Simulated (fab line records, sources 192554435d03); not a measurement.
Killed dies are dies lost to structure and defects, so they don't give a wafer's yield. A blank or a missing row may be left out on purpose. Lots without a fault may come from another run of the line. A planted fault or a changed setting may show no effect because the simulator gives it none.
fab line records | flow n5_finfet
record lots=23 wafers=69 last_day=18
route steps=1938 shown FIN_SAQP@153 FIN_CUT@175 DUMMY_GATE@219
lots that met no fault: from a run of the same line without faults
start_h: hours from the record's first day to the start of the lot's first wafer shown | wait_h: hours since the lot's step before | " the same as in the row above | L1.1+2: a row that stands for several wafers | - no value, or no start given | * or withheld: withheld | < > ~ a bound
route shown NAME@n: a module of which the file shows steps, and the number in the route of the first | usual: mean/standard deviation of fault-free wafers | same: alike in all rows | chamber/n: place in a boat | sites: the reading at each site | _std_site: their standard deviation | _edge_site: outer sites' mean less inner sites' | radius_mm: how far each site lies from the wafer's centre | mask NAME#n: copy n | behind: the tool/chamber that last shaped the wafer | hold: why the lot was held/for how many hours/how that ended | device: the transistor (n, p or np) that didn't switch | end of line: the same wafers' tests at the end of the route | a step without rows: its recipe alone | killed: dies lost to structure and defects at the first sort, not the wafer's yield | map: a wafer's dies, x killed, . not, _ none there
set.NAME: the setting as run; set.NAME@STEP: as run at that earlier step | model.NAME: the simulator's own value behind a step, which no gauge read
steps of the route over a sample of lots; a table a step, a row a wafer
services: from which hour (start_h, from the record's first day; less than 0 if before it) a tool's chamber was out of use, for how many hours, and why
## steps
# step N5_FIN_SAQP_INSPECT_40
# recipe inspect_instrument=brightfield mode=aei
# usual raw_defect_count=230/54
# columns lot.wafer tool chamber start_h wait_h raw_defect_count
L074.2 defect_inspect-01 - 27.00 0.0 231
L074.3 " - " " 167
L074.4 " - " " 150
L075.2 defect_inspect-01 - 34.01 0.0 214
L075.4 " - " " 214
L075.5 " - " " 150
L076.1 defect_inspect-02 - 38.05 0.0 198
L076.3 " - " " 225
L076.4 " - " " 314
L077.1 defect_inspect-02 - 44.57 0.0 261
L077.4 " - " " 218
L077.6 " - " " 246
L078.1 defect_inspect-01 - 50.71 0.0 303
L078.3 " - " " 200
L078.6 " - " " 188
L079.1 defect_inspect-02 - 57.03 0.0 181
L079.3 " - " " 143
L079.5 " - " " 178
L080.1 defect_inspect-02 - 62.49 0.0 277
L080.2 " - " " 191
L080.4 " - " " 355
L081.1 defect_inspect-01 - 68.34 0.0 241
L081.2 " - " " 282
L081.3 " - " " 201
L082.1 defect_inspect-02 - 75.70 0.0 291
L082.2 " - " " 221
L082.6 " - " " 219
L083.1 defect_inspect-02 - 80.28 0.0 288
L083.2 " - " " 284
L083.4 " - " " 271
L084.1 defect_inspect-02 - 86.84 0.0 238
L084.3 " - " " 187
L084.6 " - " " 276
L085.2 defect_inspect-02 - 95.03 0.0 209
L085.3 " - " " 204
L085.6 " - " " 221
L086.2 defect_inspect-01 - 103.21 0.0 245
L086.3 " - " " 180
L086.4 " - " " 140
L087.2 defect_inspect-01 - 107.07 0.0 353
L087.4 " - " " 279
L087.6 " - " " 247
L089.1 defect_inspect-02 - 116.46 0.0 224
L089.5 " - " " 162
L089.6 " - " " 192
L090.1 defect_inspect-02 - 122.40 0.0 320
L090.3 " - " " 265
L090.5 " - " " 287
L091.2 defect_inspect-01 - 128.62 0.0 226
L091.3 " - " " 255
L091.4 " - " " 197
L092.1 defect_inspect-01 - 133.65 0.0 163
L092.2 " - " " 250
L092.5 " - " " 242
L093.2 defect_inspect-02 - 139.85 0.0 269
L093.4 " - " " 166
L093.6 " - " " 272
L094.2 defect_inspect-02 - 146.89 0.0 201
L094.5 " - " " 263
L094.6 " - " " 227
L095.1 defect_inspect-02 - 152.10 0.0 178
L095.3 " - " " 234
L095.4 " - " " 198
L096.1 defect_inspect-02 - 158.30 0.0 221
L096.2 " - " " 272
L096.3 " - " " 248
L097.1 defect_inspect-02 - 164.64 0.0 178
L097.4 " - " " 256
L097.5 " - " " 176
# step N5_FIN_CUT_PRECLEAN_35
# recipe time_s=13.3 temp_c=45 pressure_torr=125 p_hf_torr=3 p_coreactant_torr=25 chemistry=vHF
# usual drypump_motor_current_A=5.5/0.41
# columns lot.wafer tool chamber start_h wait_h drypump_motor_current_A
L074.2 vapor_etch-02 0 28.35 0.0 5.0
L074.3 " 1 " " 5.8
L074.4 " 0 " " 5.0
L075.2 vapor_etch-01 1 34.99 0.0 5.9
L075.4 " 1 " " 5.9
L075.5 " 1 " " 5.9
L076.1 vapor_etch-01 1 39.15 0.0 5.9
L076.3 " 0 " " 5.1
L076.4 " 1 " " 5.9
L077.1 vapor_etch-01 1 45.55 0.0 5.9
L077.4 " 1 " " 5.9
L077.6 " 1 " " 5.9
L078.1 vapor_etch-02 0 51.81 0.0 5.0
L078.3 " 1 " " 5.8
L078.6 " 1 " " 5.8
L079.1 vapor_etch-01 1 58.13 0.0 6.0
L079.3 " 0 " " 5.1
L079.5 " 0 " " 5.1
L080.1 vapor_etch-02 0 63.59 0.0 5.0
L080.2 " 1 " " 5.8
L080.4 " 1 " " 5.8
L081.1 vapor_etch-01 0 69.44 0.0 5.1
L081.2 " 1 " " 5.9
L081.3 " 0 " " 5.1
L082.1 vapor_etch-01 1 76.88 0.3 5.9
L082.2 " 0 " " 5.1
L082.6 " 1 " " 5.9
L083.1 vapor_etch-02 1 81.26 0.0 5.8
L083.2 " 0 " " 5.0
L083.4 " 1 " " 5.8
L084.1 vapor_etch-01 1 87.94 0.0 5.9
L084.3 " 1 " " 5.9
L084.6 " 1 " " 5.9
L085.2 vapor_etch-01 0 96.01 0.0 5.1
L085.3 " 1 " " 5.9
L085.6 " 1 " " 5.9
L086.2 vapor_etch-01 1 104.72 0.3 5.9
L086.3 " 0 " " 5.1
L086.4 " 1 " " 5.9
L087.2 vapor_etch-01 1 108.09 0.0 5.9
L087.4 " 0 " " 5.1
L087.6 " 1 " " 5.9
L089.1 vapor_etch-02 0 117.44 0.0 5.0
L089.5 " 1 " " 5.8
L089.6 " 0 " " 5.0
L090.1 vapor_etch-02 0 123.37 0.0 5.0
L090.3 " 1 " " 5.8
L090.5 " 1 " " 5.8
L091.2 vapor_etch-02 1 129.72 0.0 5.8
L091.3 " 1 " " 5.8
L091.4 " 0 " " 5.0
L092.1 vapor_etch-01 0 134.62 0.0 5.1
L092.2 " 1 " " 5.9
L092.5 " 0 " " 5.1
L093.2 vapor_etch-02 1 140.99 0.0 5.8
L093.4 " 1 " " 5.8
L093.6 " 1 " " 5.8
L094.2 vapor_etch-01 1 147.94 0.0 5.9
L094.5 " 1 " " 5.9
L094.6 " 0 " " 5.1
L095.1 vapor_etch-02 0 153.08 0.0 5.0
L095.3 " 0 " " 5.0
L095.4 " 1 " " 5.8
L096.1 vapor_etch-02 0 159.40 0.0 5.0
L096.2 " 1 " " 5.8
L096.3 " 1 " " 5.8
L097.1 vapor_etch-01 1 165.62 0.0 5.9
L097.4 " 1 " " 5.9
L097.5 " 1 " " 5.9
# step N5_FIN_CUT_CUT_ETCH_15
# recipe chemistry=HBr/Cl2/O2 target=Si target_depth_a=1000 bt_time_s=10 mask_material=SOC time_s=42.4 ion_energy_ev=* bias_w=* pressure_mtorr=10 icp_w=800 HBr_flow_sccm=150 Cl2_flow_sccm=80 O2_flow_sccm=12
# usual bias_w=* chamber_pressure_mTorr=10.001/0.0095 drypump_motor_current_A=5.6/0.43 oes_product_au=1.003/0.014 throttle_valve_pct=37.30/0.3
# columns lot.wafer tool chamber start_h wait_h bias_w chamber_pressure_mTorr drypump_motor_current_A oes_product_au rf_hours_counter_h throttle_valve_pct
L074.2 rie_si-05 1 28.44 0.1 * 9.999 5.6 0.994 32 37.70
L074.3 " 0 " " * 9.992 6.3 0.993 21 37.54
L074.4 " 3 " " * 10.004 5.7 0.994 186 36.97
L075.2 rie_si-05 2 35.07 0.1 * 9.988 5.5 0.990 158 37.01
L075.4 " 0 " " * 9.984 6.3 0.985 21 37.53
L075.5 " 1 " " * 9.999 5.5 0.995 - 37.68
L076.1 rie_si-05 0 39.23 0.1 * 9.994 6.3 0.990 21 37.54
L076.3 " 3 " " * 9.989 5.6 0.992 186 36.97
L076.4 " 1 " " * 10.008 5.6 0.994 32 37.69
L077.1 rie_si-06 1 45.64 0.1 * 10.001 5.3 1.020 177 37.01
L077.4 " 0 " " * 10.001 6.2 1.015 180 36.87
L077.6 " 3 " " * 9.985 5.0 0.988 - 37.09
L078.1 rie_si-04 3 51.89 0.1 * 10.006 5.3 0.990 128 37.19
L078.3 " 0 " " * 10.021 5.8 0.989 78 37.46
L078.6 " 2 " " * 10.001 5.0 1.024 - 37.58
L079.1 rie_si-06 2 58.21 0.1 * 9.988 5.8 1.015 3 37.53
L079.3 " 1 " " * 10.005 5.3 1.017 178 36.99
L079.5 " 3 " " * 10.009 5.0 0.983 - 37.10
L080.1 rie_si-05 2 63.67 0.1 * 10.004 5.5 0.985 158 37.03
L080.2 " 3 " " * 10.010 5.6 0.992 187 36.97
L080.4 " 0 " " * 10.003 6.3 0.989 22 37.52
L081.1 rie_si-06 3 69.52 0.1 * 9.991 5.0 0.984 157 37.11
L081.2 " 1 " " * 10.014 5.3 1.024 178 37.00
L081.3 " 0 " " * 10.011 6.3 1.022 180 36.90
L082.1 rie_si-06 1 76.96 0.1 * 10.004 5.3 1.027 178 36.99
L082.2 " 0 " " * 10.003 6.2 1.023 181 36.90
L082.6 " 3 " " * 9.999 5.0 0.979 - 37.10
L083.1 rie_si-06 2 81.35 0.1 * 10.000 5.7 1.011 4 37.55
L083.2 " 0 " " * 9.984 6.2 1.020 181 36.90
L083.4 " 1 " " * 9.998 5.3 1.032 178 37.00
L084.1 rie_si-06 2 88.03 0.1 * 9.998 5.8 1.010 4 37.55
L084.3 " 0 " " * 10.007 6.2 1.026 181 36.89
L084.6 " 1 " " * 10.001 5.3 1.019 - 37.00
L085.2 rie_si-06 0 96.09 0.1 * 10.007 6.2 1.024 181 36.90
L085.3 " 1 " " * 9.994 5.3 1.015 178 37.00
L085.6 " 0 " " * 10.002 6.2 1.025 - 36.91
L086.2 rie_si-04 1 104.80 0.1 * 9.982 5.2 1.011 81 37.68
L086.3 " 0 " " * 10.007 5.8 0.995 79 37.46
L086.4 " 3 " " * 9.992 5.3 0.984 129 37.19
L087.2 rie_si-05 3 108.17 0.1 * 10.009 5.6 1.003 187 36.97
L087.4 " 1 " " * 10.020 5.5 0.999 33 37.69
L087.6 " 2 " " * 10.009 5.5 0.995 - 37.03
L089.1 rie_si-05 0 117.52 0.1 * 10.003 6.3 0.994 23 37.52
L089.5 " 1 " " * 10.008 5.5 0.993 - 37.69
L089.6 " 0 " " * 10.006 6.3 0.995 - 37.52
L090.1 rie_si-06 1 123.45 0.1 * 10.011 5.3 1.023 179 37.00
L090.3 " 3 " " * 9.993 5.0 0.985 158 37.10
L090.5 " 3 " " * 10.010 5.0 0.989 - 37.08
L091.2 rie_si-06 1 129.80 0.1 * 9.993 5.3 1.023 179 37.00
L091.3 " 2 " " * 9.984 5.7 1.026 5 37.55
L091.4 " 0 " " * 9.995 6.2 1.022 182 36.90
L092.1 rie_si-04 3 134.70 0.1 * 10.001 5.3 0.988 129 37.20
L092.2 " 1 " " * 10.025 5.2 1.018 82 37.69
L092.5 " 0 " " * 9.991 5.8 0.996 - 37.46
L093.2 rie_si-04 2 141.07 0.1 * 10.008 5.0 1.005 160 37.58
L093.4 " 3 " " * 10.015 5.3 0.989 129 37.21
L093.6 " 0 " " * 10.002 5.8 0.988 - 37.45
L094.2 rie_si-06 0 148.02 0.1 * 10.007 6.2 1.014 182 36.90
L094.5 " 0 " " * 10.012 6.3 1.033 - 36.90
L094.6 " 1 " " * 10.014 5.3 1.028 - 36.99
L095.1 rie_si-05 3 153.16 0.1 * 10.001 5.6 1.002 188 36.99
L095.3 " 1 " " * 9.997 5.6 0.997 34 37.70
L095.4 " 2 " " * 10.007 5.5 0.994 160 37.02
L096.1 rie_si-04 0 159.48 0.1 * 9.997 5.8 0.992 80 37.47
L096.2 " 3 " " * 9.998 5.3 0.989 130 37.19
L096.3 " 2 " " * 10.012 5.0 1.015 160 37.57
L097.1 rie_si-04 0 165.70 0.1 * 9.998 5.8 0.996 80 37.46
L097.4 " 3 " " * 10.008 5.3 0.990 130 37.21
L097.5 " 1 " " * 9.995 5.2 1.013 - 37.69
# step N5_FIN_CUT_STRIP_22
# recipe chemistry=N2/H2 power_w=500 temp_c=40 pressure_mtorr=50 rf_frequency_hz=6e+07 overash_fraction=0.3 bias_power_w=8 h2_frac=0.5 n2_flow_sccm=300 h2_flow_sccm=300
# usual chamber_pressure_mTorr=50.00/0.13 drypump_motor_current_A=5.7/0.51 n2_flow_sccm=300.1/0.87 oes_product_au=0.77/0.073 rf_vpp_V=54.2/2.2 showerhead_plenum_p_Torr=3.39/0.14 throttle_valve_pct=19.1/0.5
# columns lot.wafer tool chamber start_h wait_h chamber_pressure_mTorr drypump_motor_current_A n2_flow_sccm oes_product_au rf_hours_counter_h rf_vpp_V showerhead_plenum_p_Torr throttle_valve_pct
L074.2 rie_diel-02 1 28.57 0.1 49.82 5.7 300.6 0.69 209 53.9 3.20 20.1
L074.3 " 0 " " 49.98 5.2 301.2 0.78 104 54.6 3.50 18.9
L074.4 " 3 " " 50.03 5.5 298.2 0.79 101 54.1 3.52 18.9
L075.2 rie_diel-05 3 35.19 0.0 50.18 5.6 301.1 0.78 121 55.4 3.53 18.8
L075.4 " 0 " " 49.95 6.2 300.0 0.73 183 52.9 3.21 19.2
L075.5 " 1 " " 49.90 5.7 300.3 0.96 - 56.2 3.43 19.2
L076.1 rie_diel-05 3 39.38 0.1 49.99 5.6 299.3 0.76 122 55.5 3.53 18.8
L076.3 " 0 " " 50.11 6.2 298.7 0.73 184 55.5 3.21 19.3
L076.4 " 2 " " 50.04 5.0 300.3 0.76 146 55.9 3.52 20.0
L077.1 rie_diel-02 2 45.78 0.1 50.05 5.0 300.0 0.71 232 53.1 3.17 18.6
L077.4 " 3 " " 50.14 5.5 299.3 0.80 106 52.7 3.52 18.9
L077.6 " 1 " " 49.83 5.7 301.5 0.70 - 54.6 3.20 20.1
L078.1 rie_diel-06 3 52.01 0.0 50.09 6.5 299.6 0.77 118 49.0 3.51 19.0
L078.3 " 2 " " 49.90 5.9 301.4 0.70 204 52.2 3.33 19.3
L078.6 " 0 " " 50.19 5.2 300.3 0.79 - 49.9 3.23 18.5
L079.1 rie_diel-06 0 58.33 0.0 50.06 5.2 299.7 0.77 116 55.5 3.23 18.5
L079.3 " 2 " " 49.75 5.9 297.8 0.70 206 57.2 3.33 19.3
L079.5 " 3 " " 49.87 6.5 301.2 0.78 - 56.6 3.51 19.0
L080.1 rie_diel-02 0 63.81 0.1 49.97 5.2 299.3 0.77 114 57.0 3.50 18.8
L080.2 " 1 " " 50.06 5.7 298.9 0.70 219 53.7 3.20 20.1
L080.4 " 2 " " 49.97 5.0 299.7 0.71 238 53.0 3.17 18.5
L081.1 rie_diel-05 2 69.79 0.2 49.97 5.0 300.4 0.76 155 53.2 3.52 20.0
L081.2 " 1 " " 49.94 5.7 298.7 0.94 15 55.3 3.43 19.3
L081.3 " 0 " " 49.95 6.1 300.1 0.74 193 55.9 3.20 19.2
L082.1 rie_diel-02 0 77.17 0.1 50.09 5.2 301.0 0.77 117 55.3 3.50 18.9
L082.2 " 3 " " 49.97 5.5 300.6 0.79 115 52.0 3.51 18.9
L082.6 " 0 " " 50.05 5.2 299.5 0.76 - 52.8 3.50 18.8
L083.1 rie_diel-02 0 81.47 0.0 49.97 5.2 299.5 0.78 119 53.5 3.50 18.9
L083.2 " 2 " " 50.09 5.0 300.1 0.68 243 54.4 3.17 18.6
L083.4 " 3 " " 49.83 5.6 300.5 0.77 117 51.2 3.51 18.9
L084.1 rie_diel-05 3 88.15 0.0 49.97 5.6 299.6 0.77 136 54.0 3.52 18.9
L084.3 " 0 " " 50.07 6.2 300.2 0.73 198 49.6 3.20 19.3
L084.6 " 0 " " 50.03 6.2 299.2 0.73 - 53.4 3.20 19.2
L085.2 rie_diel-05 3 96.21 0.0 49.97 5.6 301.8 0.76 138 56.5 3.52 18.8
L085.3 " 2 " " 50.08 5.0 301.1 0.75 163 55.4 3.51 20.0
L085.6 " 1 " " 49.93 5.7 300.0 0.90 - 51.0 3.42 19.2
L086.2 rie_diel-06 1 104.94 0.1 50.02 6.6 300.2 0.93 14 54.4 3.58 18.6
L086.3 " 2 " " 50.67 5.9 300.1 0.68 220 54.0 3.32 19.3
L086.4 " 0 " " 50.07 5.2 299.7 0.76 131 53.0 3.22 18.6
L087.2 rie_diel-06 2 108.29 0.0 50.13 5.9 298.6 0.68 220 58.7 3.32 19.3
L087.4 " 3 " " 50.17 6.5 300.6 0.75 135 54.5 3.50 19.0
L087.6 " 0 " " 49.84 5.1 299.5 0.76 - 55.8 3.22 18.6
L089.1 rie_diel-05 3 117.65 0.1 49.83 5.6 299.4 0.74 144 55.6 3.52 18.8
L089.5 " 2 " " 49.99 5.0 300.2 0.72 - 53.5 3.51 20.0
L089.6 " 0 " " 50.09 6.1 301.8 0.72 - 51.3 3.19 19.3
L090.1 rie_diel-06 1 123.57 0.0 50.20 6.6 301.4 0.91 21 54.4 3.57 18.6
L090.3 " 0 " " 50.09 5.1 300.2 0.76 137 52.7 3.22 18.6
L090.5 " 3 " " 50.12 6.5 301.2 0.77 - 56.4 3.50 19.1
L091.2 rie_diel-06 2 129.93 0.0 49.82 5.9 301.4 0.69 228 51.8 3.31 19.3
L091.3 " 0 " " 49.99 5.2 299.3 0.75 139 59.0 3.21 18.6
L091.4 " 3 " " 50.24 6.4 298.7 0.75 143 53.3 3.50 19.0
L092.1 rie_diel-05 0 134.93 0.2 49.94 6.2 302.4 0.73 212 51.3 3.19 19.3
L092.2 " 2 " " 50.11 5.0 300.5 0.72 176 54.7 3.50 20.1
L092.5 " 2 " " 49.96 5.0 300.2 0.74 - 51.3 3.50 20.0
L093.2 rie_diel-02 3 141.19 0.0 50.05 5.5 299.7 0.76 140 57.0 3.50 19.0
L093.4 " 1 " " 50.30 5.6 299.0 0.68 - 52.3 3.19 20.1
L093.6 " 0 " " 50.13 5.2 300.4 0.76 - 50.7 3.48 18.8
L094.2 rie_diel-05 2 148.14 0.0 49.95 5.0 299.8 0.72 182 56.2 3.50 20.1
L094.5 " 1 " " 49.93 5.7 301.4 0.89 - 50.1 3.41 19.3
L094.6 " 2 " " 50.08 5.0 301.0 0.73 - 55.1 3.50 20.0
L095.1 rie_diel-02 0 153.33 0.1 50.16 5.2 300.0 0.73 146 53.7 3.48 18.9
L095.3 " 3 " " 50.16 5.5 302.7 0.76 143 57.9 3.50 19.0
L095.4 " 3 " " 50.01 5.5 300.9 0.76 - 56.5 3.50 19.0
L096.1 rie_diel-02 0 159.60 0.0 49.83 5.2 300.7 0.75 148 53.4 3.48 18.9
L096.2 " 3 " " 49.89 5.5 299.0 0.75 145 53.5 3.50 19.0
L096.3 " 1 " " 50.17 5.7 300.9 0.69 246 55.2 3.18 20.1
L097.1 rie_diel-06 3 165.83 0.0 49.95 6.4 299.7 0.73 154 53.5 3.49 19.1
L097.4 " 2 " " 50.19 5.9 299.8 0.66 238 54.7 3.31 19.3
L097.5 " 3 " " 49.78 6.5 299.1 0.73 - 57.7 3.49 19.1
# step N5_DUMMY_GATE_THK_MEAS_05
# usual thk_nm=72.3/1.2
# columns lot.wafer tool chamber start_h wait_h thk_nm
L074.2 film_metro-01 - 42.83 0.2 72.7
L074.3 " - " " 71.1
L074.4 " - " " 72.3
L075.2 film_metro-02 - 48.62 0.1 71.9
L075.4 " - " " 72.1
L075.5 " - " " 71.8
L076.1 film_metro-01 - 53.05 0.2 72.4
L076.3 " - " " 73.0
L076.4 " - " " 72.3
L077.1 film_metro-01 - 59.62 0.1 73.2
L077.4 " - " " 73.5
L077.6 " - " " 71.7
L078.1 film_metro-02 - 66.39 0.2 72.7
L078.3 " - " " 74.1
L078.6 " - " " 73.3
L079.1 film_metro-01 - 71.64 0.2 72.9
L079.3 " - " " 73.2
L079.5 " - " " 73.9
L080.1 film_metro-02 - 77.70 0.2 70.5
L080.2 " - " " 72.8
L080.4 " - " " 72.9
L081.1 film_metro-02 - 83.25 0.1 71.6
L081.2 " - " " 73.8
L081.3 " - " " 71.7
L082.1 film_metro-01 - 92.11 0.2 71.8
L082.2 " - " " 73.7
L082.6 " - " " 71.3
L083.1 film_metro-02 - 99.74 0.2 72.1
L083.2 " - " " 73.2
L083.4 " - " " 71.6
L084.1 film_metro-02 - 103.86 0.1 73.3
L084.3 " - " " 73.9
L084.6 " - " " 73.7
L085.2 film_metro-01 - 110.32 0.2 71.5
L085.3 " - " " 72.1
L085.6 " - " " 73.4
L086.2 film_metro-01 - 118.81 0.2 73.6
L086.3 " - " " 74.9
L086.4 " - " " 73.6
L087.2 film_metro-02 - 121.34 0.1 69.9
L087.4 " - " " 72.2
L087.6 " - " " 71.7
L089.1 film_metro-01 - 130.68 0.2 73.8
L089.5 " - " " 74.1
L089.6 " - " " 73.6
L090.1 film_metro-01 - 137.37 0.2 73.1
L090.3 " - " " 73.8
L090.5 " - " " 70.3
L091.2 film_metro-02 - 143.08 0.2 71.5
L091.3 " - " " 72.2
L091.4 " - " " 73.8
L092.1 film_metro-01 - 148.31 0.2 74.0
L092.2 " - " " 71.8
L092.5 " - " " 70.3
L093.2 film_metro-01 - 154.27 0.2 72.5
L093.4 " - " " 72.8
L093.6 " - " " 71.1
L094.2 film_metro-02 - 162.07 0.2 72.5
L094.5 " - " " 73.3
L094.6 " - " " 73.3
L095.1 film_metro-02 - 166.93 0.1 74.5
L095.3 " - " " 70.9
L095.4 " - " " 72.5
L096.1 film_metro-02 - 173.31 0.2 71.9
L096.2 " - " " 71.2
L096.3 " - " " 72.2
L097.1 film_metro-01 - 179.16 0.2 72.6
L097.4 " - " " 69.9
L097.5 " - " " 73.0
# step N5_DUMMY_GATE_ETCH_37
# recipe chemistry=N2/H2 target=SOC target_depth_a=600 overetch_a=300 temp_c=40 ion_energy_ev=200 pressure_mtorr=30 source_w=840 bias_w=150 n2_flow_sccm=200 h2_flow_sccm=200
# usual bias_w=150.0/0.42 chamber_pressure_mTorr=30.001/0.028 drypump_motor_current_A=5.6/0.47 n2_flow_sccm=200.0/0.54 oes_product_au=0.60/0.052 rf_vpp_V=525/3.2 showerhead_plenum_p_Torr=2.57/0.11 throttle_valve_pct=17.95/0.29
# columns lot.wafer tool chamber start_h wait_h bias_w chamber_pressure_mTorr drypump_motor_current_A n2_flow_sccm oes_product_au rf_hours_counter_h rf_vpp_V showerhead_plenum_p_Torr throttle_valve_pct
L074.2 rie_diel-05 2 47.62 0.0 149.8 29.968 5.0 200.2 0.61 149 526 2.67 18.42
L074.3 " 3 " " 150.7 29.967 5.6 199.9 0.61 124 528 2.68 17.66
L074.4 " 0 " " 149.5 30.002 6.2 200.2 0.59 186 520 2.42 18.00
L075.2 rie_diel-06 0 53.19 0.0 150.8 29.998 5.2 200.1 0.62 114 521 2.44 17.64
L075.4 " 0 " " 150.2 29.996 5.2 200.0 0.62 - 522 2.44 17.64
L075.5 " 3 " " 150.0 29.966 6.5 200.0 0.62 - 527 2.66 17.65
L076.1 rie_diel-05 3 59.69 0.0 149.8 30.026 5.6 199.3 0.62 127 526 2.68 17.69
L076.3 " 2 " " 149.1 30.003 5.0 199.2 0.60 152 527 2.67 18.44
L076.4 " 0 " " 150.3 29.973 6.2 200.4 0.58 190 520 2.42 18.02
L077.1 rie_diel-02 3 64.52 0.0 149.6 29.966 5.5 199.1 0.62 112 528 2.67 17.94
L077.4 " 1 " " 149.9 29.992 5.6 199.8 0.56 219 522 2.42 18.48
L077.6 " 0 " " 149.8 30.010 5.2 200.7 0.61 - 528 2.65 17.97
L078.1 rie_diel-05 2 70.96 0.0 150.5 30.015 5.0 200.1 0.60 156 528 2.67 18.45
L078.3 " 0 " " 149.5 29.982 6.1 200.0 0.59 193 519 2.42 18.03
L078.6 " 3 " " 150.0 29.999 5.6 199.9 0.61 - 526 2.67 17.66
L079.1 rie_diel-02 0 76.34 0.0 149.9 30.040 5.2 199.3 0.62 117 529 2.65 17.97
L079.3 " 1 " " 150.1 30.029 5.7 199.1 0.56 222 521 2.42 18.50
L079.5 " 2 " " 149.9 29.979 5.0 200.5 0.56 - 520 2.39 17.74
L080.1 rie_diel-02 3 82.28 0.0 149.7 30.042 5.5 199.8 0.62 117 528 2.66 17.95
L080.2 " 1 " " 150.1 30.026 5.6 199.3 0.56 224 521 2.42 18.49
L080.4 " 2 " " 150.1 29.986 5.0 199.8 0.55 243 520 2.39 17.74
L081.1 rie_diel-05 2 87.95 0.0 150.3 30.026 5.0 200.5 0.60 161 526 2.66 18.45
L081.2 " 0 " " 149.3 29.970 6.2 199.8 0.58 197 521 2.41 18.02
L081.3 " 1 " " 150.4 30.011 5.7 200.1 0.72 18 525 2.59 17.79
L082.1 rie_diel-02 3 96.73 0.0 150.5 30.006 5.5 200.0 0.61 121 527 2.66 17.96
L082.2 " 1 " " 149.8 30.037 5.7 199.7 0.56 228 521 2.41 18.51
L082.6 " 2 " " 150.1 29.994 5.0 200.9 0.55 - 521 2.39 17.74
L083.1 rie_diel-06 1 104.63 0.0 150.0 30.004 6.6 200.8 0.73 14 529 2.71 17.47
L083.2 " 3 " " 149.6 29.938 6.5 201.0 0.61 134 527 2.65 17.70
L083.4 " 2 " " 149.9 29.978 5.9 199.3 0.54 219 522 2.51 18.13
L084.1 rie_diel-02 1 108.57 0.0 149.7 30.021 5.6 199.4 0.55 232 520 2.41 18.51
L084.3 " 0 " " 149.9 30.008 5.2 199.4 0.61 126 527 2.65 17.99
L084.6 " 1 " " 149.6 29.965 5.6 199.5 0.55 - 519 2.41 18.48
L085.2 rie_diel-02 3 115.02 0.0 150.3 30.056 5.5 199.9 0.60 128 526 2.66 17.96
L085.3 " 0 " " 149.7 29.992 5.2 199.9 0.60 129 527 2.64 17.98
L085.6 " 3 " " 149.6 30.003 5.5 199.7 0.60 - 527 2.66 17.97
L086.2 rie_diel-05 3 123.51 0.0 149.5 30.018 5.6 199.3 0.59 146 527 2.67 17.69
L086.3 " 2 " " 150.7 29.988 5.0 200.8 0.59 172 526 2.66 18.48
L086.4 " 0 " " 149.7 29.997 6.2 200.2 0.57 209 521 2.41 18.04
L087.2 rie_diel-02 2 127.30 0.0 151.1 30.011 5.0 198.2 0.54 255 522 2.39 17.76
L087.4 " 3 " " 149.8 29.973 5.5 200.4 0.60 - 526 2.66 17.97
L087.6 " 2 " " 150.0 30.039 5.0 199.2 0.55 - 518 2.39 17.75
L089.1 rie_diel-06 3 135.41 0.0 149.0 29.987 6.6 200.9 0.60 145 528 2.65 17.72
L089.5 " 2 " " 149.8 29.996 5.9 200.3 0.54 - 524 2.51 18.15
L089.6 " 3 " " 149.2 30.002 6.6 200.5 0.60 - 527 2.65 17.71
L090.1 rie_diel-02 3 142.10 0.0 149.9 30.016 5.5 200.8 0.59 140 527 2.65 17.97
L090.3 " 1 " " 150.0 29.964 5.6 199.8 0.55 239 519 2.41 18.51
L090.5 " 0 " " 150.0 30.069 5.2 200.7 0.60 - 528 2.64 18.02
L091.2 rie_diel-05 2 148.06 0.0 150.7 29.948 5.0 199.8 0.58 182 526 2.66 18.50
L091.3 " 3 " " 149.7 30.040 5.6 199.6 0.59 156 527 2.66 17.71
L091.4 " 3 " " 149.3 30.039 5.6 199.3 0.59 - 528 2.66 17.72
L092.1 rie_diel-06 1 153.00 0.0 149.8 29.974 6.6 199.3 0.70 29 528 2.71 17.47
L092.2 " 2 " " 150.4 30.000 5.9 200.2 0.53 234 522 2.51 18.13
L092.5 " 0 " " 150.3 29.943 5.1 199.6 0.61 - 521 2.43 17.71
L093.2 rie_diel-05 3 158.88 0.0 149.8 29.996 5.6 199.7 0.59 159 526 2.66 17.72
L093.4 " 0 " " 150.2 30.064 6.1 199.5 0.57 217 521 2.41 18.07
L093.6 " 3 " " 149.9 29.987 5.6 200.0 0.59 - 527 2.66 17.72
L094.2 rie_diel-02 3 166.65 0.0 149.4 30.024 5.5 200.0 0.60 148 526 2.65 18.00
L094.5 " 2 " " 150.6 30.026 5.0 199.5 0.78 - 530 2.71 17.32
L094.6 " 1 " " 150.1 29.978 5.6 199.8 0.55 - 519 2.40 18.52
L095.1 rie_diel-05 2 171.50 0.0 150.1 30.029 5.0 200.2 0.57 190 527 2.65 18.50
L095.3 " 1 " " 150.0 29.955 5.7 199.5 0.68 47 526 2.58 17.84
L095.4 " 3 " " 150.3 30.006 5.6 199.1 0.58 164 526 2.66 17.74
L096.1 rie_diel-06 2 178.02 0.0 150.0 30.030 5.9 199.1 0.54 241 522 2.50 18.14
L096.2 " 0 " " 149.9 30.066 5.2 200.1 0.59 154 521 2.42 17.73
L096.3 " 1 " " 149.0 30.027 6.6 200.0 0.69 36 528 2.70 17.52
L097.1 rie_diel-05 3 183.73 0.0 150.6 29.960 5.6 199.6 0.59 167 526 2.66 17.73
L097.4 " 2 " " 149.6 29.951 5.0 200.6 0.58 193 526 2.65 18.51
L097.5 " 2 " " 150.6 30.003 5.0 200.7 0.58 - 527 2.65 18.51
## services
# columns tool chamber start_h hours kind
rie_diel-06 1 31.18 3.3 repair
rie_diel-02 - 46.50 0.5 repair
rie_diel-05 1 72.84 5.6 repair
rie_si-05 2 104.00 2.9 repair
rie_diel-02 2 106.52 6.9 repair
rie_diel-02 1 113.58 17.4 repair
rie_si-06 1 114.87 4.9 repair
rie_diel-05 1 115.02 3.4 repair
rie_diel-02 2 118.32 7.8 repair
rie_si-04 3 121.86 1.2 repair
rie_si-05 3 128.71 3.4 repair
rie_diel-02 2 131.09 - clean
rie_diel-02 2 131.09 - consumable_replace:focus_ring
rie_diel-02 2 131.09 - consumable_replace:showerhead
rie_diel-02 2 131.09 30.9 scheduled_down
rie_diel-02 2 131.09 30.9 vent_cycle
rie_si-04 2 132.35 7.1 repair
rie_si-05 3 133.45 6.2 repair
rie_diel-02 3 144.57 4.2 repair
rie_diel-02 - 154.97 0.8 repair
rie_diel-05 0 160.21 8.9 repair
vapor_etch-01 - 169.28 0.1 repair
rie_diel-02 1 171.41 - clean
rie_diel-02 1 171.41 - consumable_replace:focus_ring
## key
fault none
